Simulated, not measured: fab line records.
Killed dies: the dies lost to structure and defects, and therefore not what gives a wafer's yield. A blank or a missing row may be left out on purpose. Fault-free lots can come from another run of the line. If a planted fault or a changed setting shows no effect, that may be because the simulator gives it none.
fab line records	flow nand_harc
record: lots: 6	wafers: 18	last_day: 32
route steps=1302 shown THIN_TSV@1268 END@1301
lots that met no fault: from a run of the same line without faults
start_h: hours from the record's first day to the start of the lot's first wafer shown	wait_h: hours from the lot's prior step to this one	" same as the row above	L1.1+2: one row covering several wafers at once	- value missing, or start not given	* or withheld: withheld	< > ~ a bound
route shown NAME@n: a module of which the file shows steps, and the number in the route of the first	usual: mean/standard deviation of fault-free wafers	same: alike in all rows	chamber/n: place in a boat	sites: the reading at each site	_std_site: the standard deviation of these	_edge_site: the outer-site mean with the inner-site mean subtracted	radius_mm: how far each site lies from the wafer's centre	mask NAME#n: copy n	behind: the tool/chamber that last shaped the wafer	hold: cause of the lot's hold/its duration in hours/its outcome	device: transistor that didn't switch, given as n, p or np	end of line: tests of these same wafers at the route's end	step lacking rows: just its recipe	killed: the dies lost at the first sort to structure and to defects; this is not the yield of the wafer	map: shows each die of a wafer: x if killed, . if not, _ if none is there
set.NAME: the setting that was run; set.NAME@STEP: the one run at that earlier step	model.NAME: the simulator's own value behind a step, which no gauge read
a table for each step, a row for each wafer; lots at some steps of the route
services: a tool's chamber out of use, with start hour (start_h, from the record's first day; less than 0 if before it), hours out, and reason
== steps ==
step: NHARC_THIN_TSV_ETCHBACK_48
recipe: target_depth_a: 10285	over_etch_frac: 0.3	time_s: 405.17	ion_energy_ev: 250	c4f8_flow_sccm: withheld	ar_flow_sccm: withheld	rf_w: 600	bias_w: 300	chemistry: C4F8/Ar
usual: oes_product_au: 0.95/0.033	rf_fwd_power_W: 599.3/1.8	rf_vpp_V: 546/3.4
lot.wafer	tool	chamber	start_h	wait_h	oes_product_au	rf_fwd_power_W	rf_hours_counter_h	rf_vpp_V
L971.3	rie_diel-08	3	589.73	-	0.91	597.8	1.8	548
L971.1	"	0	"	"	0.93	599.9	1.9	549
L971.5	"	2	"	"	0.93	600.4	-	554
L974.1	rie_diel-08	1	608.08	-	0.92	603.2	2.5	548
L974.2	"	3	"	"	0.92	598.5	2.7	548
L974.5	"	2	"	"	0.92	595.7	-	551
L977.1	rie_diel-08	0	637.18	-	0.93	598.7	5.0	549
L977.5	"	0	"	"	0.93	598.7	-	548
L977.6	"	1	"	"	0.92	596.4	-	549
L987.2	rie_diel-12	1	725.45	0.4	0.92	600.9	7.1	544
L987.3	"	2	"	"	0.93	600.5	6.9	542
L987.4	"	3	"	"	0.94	597.6	6.2	546
L986.2	rie_diel-12	0	726.44	-	0.93	598.7	6.5	545
L986.1	"	2	"	"	0.90	601.4	7.0	543
L986.6	"	1	"	"	0.92	598.7	-	542
L991.4	rie_diel-09	3	762.47	-	0.93	596.9	4.3	542
L991.2	"	0	"	"	0.93	595.2	5.2	545
L991.6	"	1	"	"	0.92	598.8	-	551
step: NHARC_THIN_TSV_STRIP_62
recipe: power_w: 1500	temp_c: 250	time_s: 20	chemistry: N2/H2
step: NHARC_THIN_TSV_DEGAS_49
recipe: temp_c: 300	time_s: 120
usual: heater_power_w: 461/50	susceptor_temp_C: 300.02/0.19
lot.wafer	tool	chamber	start_h	wait_h	heater_power_w	susceptor_temp_C
L971.3	pvd_sputter-03	-	590.25	0.1	453	299.86
L971.1	"	-	"	"	432	300.07
L971.5	"	-	"	"	487	299.84
L974.1	pvd_sputter-01	-	608.75	0.2	444	300.40
L974.2	"	-	"	"	427	299.99
L974.5	"	-	"	"	447	300.21
L977.1	pvd_sputter-02	-	637.74	0.2	480	299.99
L977.5	"	-	"	"	450	300.09
L977.6	"	-	"	"	368	300.24
L987.2	pvd_sputter-02	-	725.95	0.1	449	300.01
L987.4	"	-	"	"	454	300.14
L987.3	"	-	"	"	471	300.31
L986.1	pvd_sputter-03	-	726.98	0.1	432	299.98
L986.2	"	-	"	"	424	299.89
L986.6	"	-	"	"	570	300.01
L991.2	pvd_sputter-03	-	763.07	0.2	488	300.12
L991.4	"	-	"	"	561	299.75
L991.6	"	-	"	"	424	300.09
step: NHARC_THIN_TSV_PRE_CLEAN_50
recipe: time_s: 30	temp_c: 280	gas: H2/He
step: NHARC_THIN_TSV_PVD_19
recipe: target_thk_a: 200	chamber_pressure_pa: 5	material: TaN
usual: throttle_valve_pct: 29.3/0.9
lot.wafer	tool	chamber	start_h	wait_h	throttle_valve_pct
L971.3	pvd_sputter-03	-	-	-	31.0
L971.1	"	-	"	"	29.3
L971.5	"	-	"	"	28.5
L974.2	pvd_sputter-01	-	-	-	29.0
L974.1	"	-	"	"	30.9
L974.5	"	-	"	"	28.9
L977.1	pvd_sputter-02	-	-	-	29.0
L977.5	"	-	"	"	29.4
L977.6	"	-	"	"	29.4
L987.4	pvd_sputter-02	-	-	-	29.3
L987.2	"	-	"	"	28.9
L987.3	"	-	"	"	29.3
L986.2	pvd_sputter-03	-	-	-	30.5
L986.1	"	-	"	"	28.4
L986.6	"	-	"	"	28.6
L991.4	pvd_sputter-03	-	-	-	30.5
L991.2	"	-	"	"	28.4
L991.6	"	-	"	"	30.4
step: NHARC_THIN_TSV_PVD_51
recipe: target_thk_a: 1000	chamber_pressure_pa: 5	material: Cu
usual: throttle_valve_pct: 29.3/0.88
lot.wafer	tool	chamber	start_h	wait_h	throttle_valve_pct
L971.1	pvd_sputter-03	-	-	-	29.2
L971.3	"	-	"	"	27.7
L971.5	"	-	"	"	30.8
L974.2	pvd_sputter-01	-	-	-	28.7
L974.1	"	-	"	"	31.0
L974.5	"	-	"	"	29.7
L977.1	pvd_sputter-02	-	-	-	30.2
L977.6	"	-	"	"	30.7
L977.5	"	-	"	"	28.8
L987.2	pvd_sputter-02	-	-	-	29.1
L987.3	"	-	"	"	29.0
L987.4	"	-	"	"	28.8
L986.2	pvd_sputter-03	-	-	-	28.5
L986.1	"	-	"	"	30.1
L986.6	"	-	"	"	28.6
L991.4	pvd_sputter-03	-	-	-	30.0
L991.2	"	-	"	"	28.5
L991.6	"	-	"	"	30.0
step: NHARC_THIN_TSV_ECD_20
recipe: target_thk_a: 20000	material: Cu
step: NHARC_THIN_TSV_ANNEAL_52
recipe: temp_c: 225	time_s: 90
step: NHARC_THIN_TSV_CMP_21
recipe: t_overpolish_s: 30	target_thk_nm: 2000
step: NHARC_THIN_TSV_SRD_23
step: NHARC_THIN_TSV_DEGAS_53
recipe: temp_c: 300	time_s: 60
usual: heater_power_w: 463/47	susceptor_temp_C: 300.02/0.19
lot.wafer	tool	chamber	start_h	wait_h	heater_power_w	susceptor_temp_C
L971.1	pvd_sputter-02	-	592.21	0.1	504	299.81
L971.3	"	-	"	"	468	300.28
L971.5	"	-	"	"	497	299.97
L974.1	pvd_sputter-01	-	610.72	0.1	434	299.79
L974.2	"	-	"	"	443	299.87
L974.5	"	-	"	"	435	300.07
L977.1	pvd_sputter-03	-	639.69	0.1	493	299.89
L977.6	"	-	"	"	498	299.93
L977.5	"	-	"	"	561	300.10
L987.3	pvd_sputter-01	-	727.94	0.1	442	300.22
L987.2	"	-	"	"	425	300.19
L987.4	"	-	"	"	538	300.31
L986.1	pvd_sputter-01	-	728.99	0.1	523	300.31
L986.2	"	-	"	"	446	300.24
L986.6	"	-	"	"	433	300.45
L991.2	pvd_sputter-02	-	765.04	0.1	464	-
L991.4	"	-	"	"	482	-
L991.6	"	-	"	"	461	-
step: NHARC_THIN_TSV_PRE_CLEAN_54
recipe: time_s: 30	temp_c: 280	gas: H2/He
usual: heater_power_w: 403/41	susceptor_temp_C: 280.01/0.17
lot.wafer	tool	chamber	start_h	wait_h	heater_power_w	susceptor_temp_C
L971.3	pvd_sputter-02	-	592.33	0.1	397	-
L971.1	"	-	"	"	424	-
L971.5	"	-	"	"	397	-
L974.1	pvd_sputter-01	-	610.90	0.2	381	279.72
L974.2	"	-	"	"	475	280.23
L974.5	"	-	"	"	394	279.86
L977.1	pvd_sputter-03	-	639.77	0.1	376	280.07
L977.5	"	-	"	"	379	279.89
L977.6	"	-	"	"	427	280.16
L987.2	pvd_sputter-01	-	728.02	0.0	471	279.74
L987.4	"	-	"	"	380	279.75
L987.3	"	-	"	"	376	279.85
L986.1	pvd_sputter-01	-	729.06	0.1	378	280.07
L986.2	"	-	"	"	382	279.67
L986.6	"	-	"	"	461	280.00
L991.2	pvd_sputter-02	-	765.10	0.1	393	279.80
L991.4	"	-	"	"	418	279.82
L991.6	"	-	"	"	391	279.77
step: NHARC_THIN_TSV_PVD_55
recipe: target_thk_a: 500	material: TiN
step: NHARC_THIN_TSV_PVD_24
recipe: target_thk_a: 8000	power_w: withheld	chamber_pressure_pa: withheld	substrate_temp_c: withheld	time_s: withheld	gas: Ar	material: Al
step: NHARC_THIN_TSV_DEHYDRATE_25
recipe: temp_c: 150	time_s: 120
step: NHARC_THIN_TSV_HMDS_26
recipe: time_s: 30
step: NHARC_THIN_TSV_COAT_27
recipe: spin_rpm: *
step: NHARC_THIN_TSV_SOFTBAKE_28
recipe: temp_c: 122	time_s: 95
step: NHARC_THIN_TSV_EBR_29
step: NHARC_THIN_TSV_EXPOSE_30
recipe: na: 0.55	dose_mj: 11.47	mask_id: PAD
step: NHARC_THIN_TSV_PEB_31
recipe: peb_temp_c: 118	peb_time_s: 85
step: NHARC_THIN_TSV_DEVELOP_32
recipe: time_s: 70
step: NHARC_THIN_TSV_CD_MEAS_33
recipe: target_cd_nm: 5000	landing_energy_ev: 500
usual: cd_nm: 5001.1/1.9
same: landing_energy_ev: 500
lot.wafer	tool	chamber	start_h	wait_h	cd_nm
L971.1	cd_sem-02	0	593.38	-	4998.2
L971.3	"	0	"	"	5001.2
L971.5	"	0	"	"	5001.4
L974.1	cd_sem-03	0	612.01	-	5002.7
L974.2	"	0	"	"	5001.2
L974.5	"	0	"	"	5001.0
L977.1	cd_sem-03	0	640.84	-	5003.5
L977.5	"	0	"	"	4998.8
L977.6	"	0	"	"	5002.7
L987.2	cd_sem-02	0	728.96	-	5001.8
L987.3	"	0	"	"	5000.5
L987.4	"	0	"	"	5003.3
L986.1	cd_sem-01	0	730.11	-	5002.3
L986.2	"	0	"	"	5005.8
L986.6	"	0	"	"	5002.5
L991.2	cd_sem-01	0	766.17	-	5005.1
L991.4	"	0	"	"	5003.7
L991.6	"	0	"	"	4999.5
step: NHARC_THIN_TSV_HARDBAKE_34
recipe: temp_c: 125	time_s: 80
step: NHARC_THIN_TSV_DESCUM_35
recipe: time_s: 3	o2_flow_sccm: 200	ar_flow_sccm: 0	bias_power_w: 0	chemistry: O2
step: NHARC_THIN_TSV_ETCH_59
recipe: target_depth_a: 8800	icp_w: 900	bias_w: 100	Cl2_flow_sccm: 60	bcl3_flow_sccm: 30	time_s: 138.1	chemistry: Cl2/BCl3
step: NHARC_THIN_TSV_ETCH_36
recipe: target_depth_a: 650	over_etch_frac: 0.3	time_s: 18.571	ion_energy_ev: 150	chemistry: Cl2/BCl3
step: NHARC_THIN_TSV_STRIP_56
recipe: power_w: 1500	temp_c: 250	chemistry: O2
step: NHARC_THIN_TSV_STRIP_57
recipe: time_s: 1200	temp_c: 72.5	chemistry: post_etch_residue_remover
step: NHARC_THIN_TSV_CD_MEAS_37
usual: cd_nm: 5001.3/2.9
lot.wafer	tool	chamber	start_h	wait_h	cd_nm
L971.1	cd_sem-01	-	594.81	-	4998.3
L971.3	"	-	"	"	5003.5
L971.5	"	-	"	"	4999.8
L974.1	cd_sem-03	-	613.46	-	5006.0
L974.2	"	-	"	"	5002.7
L974.5	"	-	"	"	4999.9
L977.1	cd_sem-02	-	642.42	-	5000.9
L977.5	"	-	"	"	5000.3
L977.6	"	-	"	"	5000.0
L987.2	cd_sem-02	-	730.39	-	5004.7
L987.3	"	-	"	"	5001.1
L987.4	"	-	"	"	5003.5
L986.1	cd_sem-02	-	731.55	-	5003.3
L986.2	"	-	"	"	5006.8
L986.6	"	-	"	"	5002.2
L991.2	cd_sem-01	-	767.69	-	5007.1
L991.4	"	-	"	"	5004.3
L991.6	"	-	"	"	5001.7
step: NHARC_THIN_TSV_ANNEAL_58
recipe: temp_c: 400	time_s: 1800
step: NHARC_THIN_TSV_INSPECT_40
usual: raw_defect_count: 556/87
lot.wafer	tool	chamber	start_h	wait_h	raw_defect_count
L971.1	defect_inspect-02	-	598.57	0.4	515
L971.3	"	-	"	"	537
L971.5	"	-	"	"	544
L974.1	defect_inspect-01	-	618.05	0.4	441
L974.2	"	-	"	"	492
L974.5	"	-	"	"	450
L977.1	defect_inspect-01	-	647.01	0.4	591
L977.5	"	-	"	"	490
L977.6	"	-	"	"	508
L986.1	defect_inspect-01	-	734.91	0.4	987
L986.2	"	-	"	"	464
L986.6	"	-	"	"	542
L987.2	defect_inspect-02	-	734.91	0.4	523
L987.3	"	-	"	"	505
L987.4	"	-	"	"	1058
L991.2	defect_inspect-02	-	770.35	0.4	819
L991.4	"	-	"	"	634
L991.6	"	-	"	"	621
step: NHARC_END_WLT_00
usual: VT_DECK1_BOTTOM: 0.872/0.0069	VT_DECK1_BOTTOM_INNER: 0.872/0.0075	VT_DECK1_MEDIAN_NEAR_BOTTOM: 0.873/0.0076	VT_DECK1_MEDIAN_NEAR_BOTTOM_INNER: 0.873/0.0075	VT_DECK1_MIDDLE: 0.886/0.0068	VT_DECK1_MIDDLE_INNER: 0.884/0.0077	VT_DECK1_TOP: 0.897/0.0071	VT_DECK1_TOP_INNER: 0.896/0.0074	VT_DECK2_BOTTOM: 0.871/0.0071	VT_DECK2_BOTTOM_INNER: 0.872/0.0071	VT_DECK2_MEDIAN_NEAR_BOTTOM: 0.873/0.0075	VT_DECK2_MEDIAN_NEAR_BOTTOM_INNER: 0.872/0.0075	VT_DECK2_MIDDLE: 0.883/0.0071	VT_DECK2_MIDDLE_INNER: 0.883/0.0072	VT_DECK2_TOP: 0.894/0.008	VT_DECK2_TOP_INNER: 0.895/0.0079
lot.wafer	tool	chamber	start_h	wait_h	VT_DECK1_BOTTOM	VT_DECK1_BOTTOM_INNER	VT_DECK1_MEDIAN_NEAR_BOTTOM	VT_DECK1_MEDIAN_NEAR_BOTTOM_INNER	VT_DECK1_MIDDLE	VT_DECK1_MIDDLE_INNER	VT_DECK1_TOP	VT_DECK1_TOP_INNER	VT_DECK2_BOTTOM	VT_DECK2_BOTTOM_INNER	VT_DECK2_MEDIAN_NEAR_BOTTOM	VT_DECK2_MEDIAN_NEAR_BOTTOM_INNER	VT_DECK2_MIDDLE	VT_DECK2_MIDDLE_INNER	VT_DECK2_TOP	VT_DECK2_TOP_INNER
L971.1	prober-01	-	598.62	0.0	0.877	0.877	0.883	0.876	0.893	0.882	0.902	0.905	0.864	0.866	0.864	0.858	0.873	0.877	0.879	0.892
L971.3	"	-	"	"	0.879	0.874	0.877	0.878	0.882	0.887	0.906	0.899	0.859	0.871	0.865	0.860	0.872	0.875	0.882	0.889
L971.5	"	-	"	"	0.877	0.877	0.872	0.871	0.896	0.892	0.902	0.904	0.865	0.869	0.866	0.864	0.886	0.874	0.886	0.894
L974.1	prober-02	-	618.11	0.1	0.885	0.874	0.874	0.880	0.891	0.897	0.901	0.903	0.875	0.875	0.873	0.870	0.884	0.892	0.899	0.904
L974.2	"	-	"	"	0.880	0.880	0.890	0.886	0.891	0.893	0.915	0.901	0.864	0.874	0.872	0.871	0.891	0.887	0.903	0.905
L974.5	"	-	620.10	2.0	0.886	0.889	0.889	0.887	0.901	0.898	0.904	0.913	0.868	0.875	0.873	0.875	0.894	0.887	0.907	0.909
L977.1	prober-01	-	650.39	3.4	0.871	0.869	0.869	0.878	0.880	0.895	0.901	0.910	0.863	0.860	0.869	0.873	0.881	0.881	0.891	0.887
L977.5	"	-	652.38	5.4	0.872	0.868	0.869	0.876	0.877	0.884	0.894	0.896	0.872	0.871	0.868	0.868	0.880	0.885	0.887	0.883
L977.6	"	-	"	"	0.872	0.882	0.887	0.878	0.885	0.889	0.903	0.904	0.875	0.878	0.870	0.870	0.879	0.885	0.895	0.890
L986.1	prober-01	-	734.95	0.0	0.866	0.870	0.862	0.868	0.892	0.885	0.891	0.885	0.872	0.878	0.872	0.874	0.882	0.888	0.901	0.892
L986.2	"	-	"	"	0.873	0.868	0.867	0.867	0.877	0.874	0.890	0.892	0.882	0.871	0.886	0.879	0.889	0.886	0.895	0.904
L986.6	"	-	737.42	2.5	0.863	0.863	0.863	0.863	0.881	0.875	0.898	0.887	0.868	0.886	0.874	0.875	0.882	0.888	0.896	0.895
L987.2	prober-02	-	735.47	0.6	0.860	0.860	0.859	0.864	0.880	0.864	0.891	0.897	0.868	0.875	0.879	0.872	0.885	0.890	0.889	0.887
L987.3	"	-	"	"	0.874	0.864	0.868	0.870	0.882	0.878	0.892	0.889	0.875	0.864	0.879	0.876	0.876	0.889	0.894	0.893
L987.4	"	-	"	"	0.862	0.864	0.866	0.869	0.882	0.874	0.897	0.885	0.871	0.865	0.875	0.875	0.885	0.884	0.891	0.896
L991.2	prober-01	-	770.90	0.6	0.873	0.868	0.874	0.877	0.883	0.872	0.899	0.891	0.885	0.876	0.895	0.890	0.896	0.902	0.901	0.904
L991.4	"	-	771.91	1.6	0.872	0.874	0.873	0.872	0.880	0.888	0.897	0.900	0.883	0.883	0.884	0.890	0.893	0.893	0.910	0.906
L991.6	"	-	772.93	2.6	0.868	0.866	0.865	0.871	0.880	0.875	0.890	0.899	0.886	0.881	0.885	0.891	0.892	0.896	0.901	0.911
step: NHARC_END_SORT_01
recipe: temp_c: 25
usual: defect_limited_yield: 91.5/2.9	killed_at_array: 53/20	killed_at_other: 1/1.2	killed_at_periphery: 3.7/2.6	killed_dies: 58/20	killed_open: 3.5/1.8	killed_short: 2.4/1.7	sort_bin_2_pct: 3.1/1.3	sort_bin_3_pct: 0.6/0.4	sort_bin_4_pct: 4.9/1.7	sort_n_pass: 619/20	sort_rim_yield_pct: 92/4	sort_yield_pct: 91.5/2.9
same: gross_dies: 677	sort_bin_5_pct[%]: 0	sort_bin_6_pct[%]: 0	sort_bin_7_pct[%]: 0	sort_bin_8_pct[%]: 0	sort_rim_n_gross: 106.00
lot.wafer	tool	chamber	start_h	wait_h	defect_limited_yield[%]	killed_at_array	killed_at_other	killed_at_periphery	killed_dies	killed_open	killed_short	sort_bin_2_pct[%]	sort_bin_3_pct[%]	sort_bin_4_pct[%]	sort_n_pass	sort_rim_yield_pct[%]	sort_yield_pct[%]
L977.1	prober-01	0	653.37	2.5	92.3	45	1	6	52	3	3	2.2	0.6	4.9	625	85	92.3
L977.5	prober-01	0	656.54	3.7	90.4	58	3	4	65	3	2	3.5	1.3	4.7	612	92	90.4
L977.6	prober-01	0	657.34	4.0	90.8	55	3	4	62	4	5	3.1	0.1	5.9	615	84	90.8
L986.1	prober-01	0	737.91	2.5	84.6	44	58	2	104	5	0	5.0	4.3	6.1	573	87	84.6
L986.2	prober-01	0	738.71	2.8	93.2	43	0	3	46	4	2	2.2	0.7	3.8	631	99	93.2
L986.6	prober-01	0	741.92	4.0	93.1	45	0	2	47	2	2	3.0	0.6	3.4	630	99	93.1
L987.4	prober-02	0	740.33	3.4	85.2	42	57	1	100	6	1	5.0	2.7	7.1	577	81	85.2
killed by level:class
L977.1 A_CHANNEL_HOLE_D2:chamber_film_flake=17 A_SLIT:chamber_film_flake=12 P_M2:chamber_film_flake=5 A_CHANNEL_HOLE_D1:chamber_film_flake=4 A_STAIRCASE:chamber_film_flake=3 A_CONTACT:chamber_film_flake=2 A_CHANNEL_HOLE_D2:geometric_particle:open=1 A_CHANNEL_FILL_D2:geometric_particle:open=1
L977.5 A_SLIT:chamber_film_flake=28 A_STAIRCASE:chamber_film_flake=11 A_CHANNEL_HOLE_D2:chamber_film_flake=10 A_CHANNEL_FILL_D2:chamber_film_flake=4 THIN_TSV:chamber_film_flake=3 P_M2:chamber_film_flake=2 P_CONTACT:geometric_particle:open=1 A_ONON_D2:geometric_particle:open=1
L977.6 A_SLIT:chamber_film_flake=16 A_CHANNEL_HOLE_D2:chamber_film_flake=13 A_CHANNEL_HOLE_D1:chamber_film_flake=7 A_STAIRCASE:chamber_film_flake=4 A_CHANNEL_FILL_D2:chamber_film_flake=3 THIN_TSV:chamber_film_flake=3 A_WL_FILL:chamber_film_flake=2 P_M1:geometric_particle:open=1
L986.1 THIN_TSV:unspecified=58 A_CHANNEL_HOLE_D1:chamber_film_flake=32 A_SLIT:chamber_film_flake=4 A_CONTACT:chamber_film_flake=4 P_CONTACT:geometric_particle:open=1 P_M2:geometric_particle:open=1 A_WL_FILL:geometric_particle:open=1 A_BLC:geometric_particle:open=1
L986.2 A_CHANNEL_HOLE_D1:chamber_film_flake=28 A_CONTACT:chamber_film_flake=7 A_SLIT:chamber_film_flake=3 P_CONTACT:geometric_particle:open=1 P_M0:geometric_particle:open=1 A_SOURCE_PLATE:geometric_particle:open=1 A_ONON_D2:geometric_particle:short=1 A_SGD_CUT:geometric_particle:short=1
L987.4 THIN_TSV:unspecified=56 A_CHANNEL_HOLE_D2:chamber_film_flake=24 A_SLIT:chamber_film_flake=4 A_STAIRCASE:chamber_film_flake=3 A_DECK1_JOINT:geometric_particle:open=2 A_CHANNEL_HOLE_D1:chamber_film_flake=2 A_DECK1_JOINT:geometric_particle:short=1 A_ONON_D2:geometric_particle:open=1
L986.6 A_CHANNEL_HOLE_D1:chamber_film_flake=25 A_SLIT:chamber_film_flake=10 A_CONTACT:chamber_film_flake=4 A_M1:geometric_particle:open=2 A_DECK1_JOINT:geometric_particle:short=1 A_CHANNEL_FILL_D2:geometric_particle:short=1 P_STI:chamber_film_flake=1 P_GATE:chamber_film_flake=1
map L986.1 (x killed, . not)
____________.____________
_________......._________
_______..........._______
______.............______
_____..............._____
____....x...xxx......____
____............x....____
___........xxxxx......___
___.........xx.x......___
__........xxxxxx.......__
__..........xxxxx......__
_.........x..x..x.x.x..._
_..........xxx.x........_
_...........x.x........._
_x......................_
_..........x.x.x........_
.x.......................
.........................
.........................
.........................
.........................
_......................._
_..........x.........x.._
_......................._
_..........x............_
_.......x...x..........._
__.....x...............__
__......xx.x..x........__
___....xxxxx..........___
___..xxxxxxx..........___
____.xxxxxxxx........____
____xxxxxxxx....x....____
_____xxxxxxx........_____
______xxxxxxx......______
_______xxxxxxx...._______
_________xxxx..._________
____________.____________
map L987.4 (x killed, . not)
____________.____________
_________......._________
_______..........._______
______.............______
_____..............._____
____.x....x..........____
____.................____
___..................x___
___...x...............___
__.....................__
__........x............__
_....x.......x.........._
_..........x............_
_......................x_
_......................._
_.......x..............._
..x......................
.........................
.........................
..........x..............
.............x...........
_.................x....._
_................x...x.._
_..........x.....x.xx.x._
_.......x..............._
_......x..........xx.xxx_
__....x..........x.xx.x__
__...x.xxx.x.....xxx.x.__
___..xxxxxx..x...xx..x___
___.xxxxxxxx.......x..___
____xxxxxxxx.........____
____.xxxxxxxx........____
_____xxxxxxx........_____
______xxxxxxx......______
_______xxxxx......_______
_________xxxx..._________
____________.____________
== services ==
tool	chamber	start_h	hours	kind
rie_diel-12	1	566.86	5.8	repair
pvd_sputter-02	-	572.80	15.3	repair
rie_diel-08	0	578.39	-	clean
rie_diel-08	1	578.39	-	clean
rie_diel-08	2	578.39	-	clean
rie_diel-08	3	578.39	-	clean
pvd_sputter-01	-	588.01	10.0	pm
rie_diel-12	-	596.48	1.3	repair
rie_diel-09	0	600.89	9.3	repair
pvd_sputter-02	-	610.30	15.0	repair
rie_diel-09	1	612.24	3.0	repair
rie_diel-12	-	622.40	9.0	pm
rie_diel-09	3	624.26	5.6	repair
pvd_sputter-03	-	631.29	2.7	repair
pvd_sputter-01	-	642.25	21.2	repair
rie_diel-09	-	674.10	9.0	pm
rie_diel-12	0	701.74	1.2	repair
pvd_sputter-03	-	704.01	10.0	pm
rie_diel-08	-	721.89	9.0	pm
rie_diel-09	2	740.11	10.2	repair
rie_diel-09	3	740.77	2.9	repair
rie_diel-08	-	742.80	0.5	repair
rie_diel-09	3	747.33	8.2	repair
pvd_sputter-01	-	747.46	3.6	repair
== key ==
first_sign: step: NHARC_THIN_TSV_INSPECT_40	reading: raw_defect_count	direction: up	sigmas: 5.3	usual: 556	struck: 1022
effect: step: NHARC_END_SORT_01	reading: killed_at_other	direction: up	sigmas: 49	usual: 1	struck: 57.5
more_kills_born_at: NHARC_THIN_TSV_PRE_CLEAN_54@pvd_sputter-01: 114
met_at NHARC_THIN_TSV_PRE_CLEAN_54
struck_wafers L986.1,L987.4
fault: kind: chamber_particle_source	tool: pvd_sputter-01	chamber: -	onset_h: 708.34	steps: NHARC_THIN_TSV_PRE_CLEAN_54	rate_per_visit_cm2: 0.68111	end_h: 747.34	scope: struck_wafers_only
